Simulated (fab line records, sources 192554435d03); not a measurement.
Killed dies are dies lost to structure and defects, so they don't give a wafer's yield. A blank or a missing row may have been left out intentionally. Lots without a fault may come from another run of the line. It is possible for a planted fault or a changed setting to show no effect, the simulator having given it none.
Which tool is to blame? | flow n5-finfet | Sampling: 10 lots, 30 wafers, 4 of 1938 route steps

== WHAT THE GAUGES READ, wafer by wafer ==
N5_PASSIVATION_CD_MEAS_44: the cd target is 40000 nm. Usual: cd-nm 40000 nm, standard deviation 3.1.
lot  | measured     | on        | cd-nm (nm)        | flag
L392 | day 12 13:05 | cd-sem-03 | 39999 40004 40000 |
L393 | day 12 13:39 | cd-sem-03 | 39998 40002 39999 |
L394 | day 12 23:59 | cd-sem-01 | 40001 40007 40007 |
L395 | day 13 06:18 | cd-sem-03 | 40003 40004 39998 |
L397 | day 13 23:13 | cd-sem-03 | 39999 40002 40002 |
L404 | day 16 01:19 | cd-sem-03 | 39967 39969 39967 | OFF
L401 | day 16 01:54 | cd-sem-01 | 39964 39967 39965 | OFF
L408 | day 16 16:29 | cd-sem-02 | 39994 39996 39997 |
L410 | day 17 19:37 | cd-sem-03 | 39998 39999 39997 |
L413 | day 18 03:49 | cd-sem-03 | 40001 40000 40000 |

N5_PASSIVATION_INSPECT_67: inspects for defects (macro). Usual: raw-defect-count 2.2, standard deviation 1.4.
lot  | measured     | on                | raw-defect-count | flag
L392 | day 12 13:08 | defect-inspect-02 | 1 2 2            |
L393 | day 12 13:42 | defect-inspect-02 | 3 1 1            |
L394 | day 13 00:02 | defect-inspect-01 | 2 0 2            |
L395 | day 13 06:21 | defect-inspect-02 | 4 1 1            |
L397 | day 13 23:17 | defect-inspect-01 | 2 3 3            |
L404 | day 16 01:22 | defect-inspect-01 | 2 1 3            |
L401 | day 16 01:58 | defect-inspect-02 | 1 2 2            |
L408 | day 16 16:32 | defect-inspect-02 | 2 2 2            |
L410 | day 17 19:40 | defect-inspect-02 | 3 0 1            |
L413 | day 18 03:52 | defect-inspect-01 | 2 4 1            |

== WHICH TOOL RAN EACH LOT (tool, then ch and the chambers of the sampled wafers, then the start) ==
lot  | N5_PASSIVATION_ETCH_15                        | N5_PASSIVATION_EXPOSE_41
L392 | rie-diel-02 ch 0,1,2, day 12 12:55 or earlier | krf-scanner-02 ch 0, day 12 12:55
L393 | rie-diel-03 ch 1,2,3, day 12 13:28 or earlier | krf-scanner-02 ch 0, day 12 13:28
L394 | rie-diel-03 ch 2,3, day 12 23:48 or earlier   | krf-scanner-02 ch 0, day 12 23:48
L395 | rie-diel-06 ch 0,1,2, day 13 06:07 or earlier | krf-scanner-02 ch 0, day 13 06:07
L397 | rie-diel-02 ch 0,1,3, day 13 23:02 or earlier | krf-scanner-01 ch 0, day 13 23:02
L404 | rie-diel-03 ch 2,3, day 16 01:08 or earlier   | krf-scanner-01 ch 0, day 16 01:08
L401 | rie-diel-02 ch 0,1,2, day 16 01:44 or earlier | krf-scanner-01 ch 0, day 16 01:44
L408 | rie-diel-02 ch 1,2,3, day 16 16:19 or earlier | krf-scanner-02 ch 0, day 16 16:19
L410 | rie-diel-03 ch 0,1, day 17 19:27 or earlier   | krf-scanner-02 ch 0, day 17 19:27
L413 | rie-diel-06 ch 0,2,3, day 18 03:39 or earlier | krf-scanner-02 ch 0, day 18 03:39
- N5_PASSIVATION_ETCH_15: etches SiCN in CF4/N2, target depth 75 nm, time 81.2 s.
- N5_PASSIVATION_EXPOSE_41: exposes mask PASS OPEN, defocus 0 nm, target cd 40000 nm.

== AS READ BY THE TOOLS THEMSELVES (means over the sampled wafers that have a number; for cases with no such wafer, the mark the record gives instead) ==
N5_PASSIVATION_ETCH_15. Usual: chamber-pressure-mTorr 40.00 mTorr, standard deviation 0.034; drypump-motor-current-A 5.7 A, standard deviation 0.41; oes-product-au 0.81 a.u., standard deviation 0.097; rf-vpp-V 383.1 V, standard deviation 1.7; showerhead-plenum-p-Torr 2.24 Torr, standard deviation 0.057; throttle-valve-pct 15.37 %, standard deviation 0.26.
lot  | tool        | chamber-pressure-mTorr (mTorr) | drypump-motor-current-A (A) | oes-product-au (a.u.) | rf-vpp-V (V) | showerhead-plenum-p-Torr (Torr) | throttle-valve-pct (%) | flag
L392 | rie-diel-02 | 40.02                          | 5.9                         | 0.71                  | 382.5        | 2.19                            | 15.52                  |
L393 | rie-diel-03 | 40.03                          | 5.6                         | 0.86                  | 380.6        | 2.17                            | 15.34                  |
L394 | rie-diel-03 | 40.02                          | 5.6                         | 0.78                  | 381.4        | 2.17                            | 15.49                  |
L395 | rie-diel-06 | 40.01                          | 5.7                         | 0.74                  | 383.1        | 2.26                            | 15.59                  |
L397 | rie-diel-02 | 39.99                          | 6.0                         | 0.89                  | 383.2        | 2.27                            | 15.09                  |
L404 | rie-diel-03 | 40.01                          | 5.6                         | 0.76                  | 381.2        | 2.16                            | 15.52                  |
L401 | rie-diel-02 | 40.01                          | 5.9                         | 0.78                  | 383.7        | 2.27                            | 15.41                  |
L408 | rie-diel-02 | 39.98                          | 5.6                         | 0.78                  | 383.9        | 2.24                            | 15.35                  |
L410 | rie-diel-03 | 39.98                          | 5.4                         | 0.82                  | 382.3        | 2.20                            | 15.36                  |
L413 | rie-diel-06 | 40.00                          | 5.7                         | 0.78                  | 382.8        | 2.24                            | 15.49                  |

N5_PASSIVATION_EXPOSE_41. Usual: exposure-dose-mJ-cm2 57.25, standard deviation 0.057.
lot  | tool           | exposure-dose-mJ-cm2 | flag
L392 | krf-scanner-02 | 57.26                |
L393 | krf-scanner-02 | 57.17                |
L394 | krf-scanner-02 | 57.22                |
L395 | krf-scanner-02 | 57.27                |
L397 | krf-scanner-01 | 57.25                |
L404 | krf-scanner-01 | 51.98                | OFF
L401 | krf-scanner-01 | 52.06                | OFF
L408 | krf-scanner-02 | 57.23                |
L410 | krf-scanner-02 | 57.27                |
L413 | krf-scanner-02 | 57.28                |

== THE ANSWER, worked out from the rows above alone ==
Rule: a lot counts as off when the mean over its wafers that have a number is more than 3 standard deviations away from the usual mean. A lot without any number at a reading at which 4 lots or more have one is off too. All remaining lots with rows at the step are treated as sound. After the gauges, taken in route order, come the tools' own readings; for these a lot's mean is taken, as printed above. At the first step where some lot is off, the reading lying furthest off is the one used; lots without a number count as furthest.
Off: L404, L401, at N5_PASSIVATION_CD_MEAS_44 (cd-nm).
If a tool, at a process step before that reading, ran all the lots that are off and no sound lot after the first of them, it fits. Not tried: the gauges at N5_PASSIVATION_CD_MEAS_44; whatever is off there is also off at N5_PASSIVATION_EXPOSE_41, on other tools, and gauge error can't account for it. With no start given for some of its lots, N5_PASSIVATION_ETCH_15 uses the hours and lot order of N5_PASSIVATION_EXPOSE_41. One fits: krf-scanner-01 at N5_PASSIVATION_EXPOSE_41. A fault onset in the window from L397 (day 13 23:02, its last sound lot) to L404 (day 16 01:08, its first lot off) fits.
On the lots that are off, the tool's own readings at N5_PASSIVATION_EXPOSE_41 differ by more than 5 times the standard deviation of the sound lots' means, which bears it out; exposure-dose-mJ-cm2 reads 52.02 there versus 57.24 on the sound lots.

== WHAT THE SIMULATOR HAD INSERTED ==
Process parameter drift: krf-scanner-01, from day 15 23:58 on, at N5_PASSIVATION_EXPOSE_41. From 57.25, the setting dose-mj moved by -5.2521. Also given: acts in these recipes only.
Shown lots that were struck: L404, L401. The same result came from the rule above.
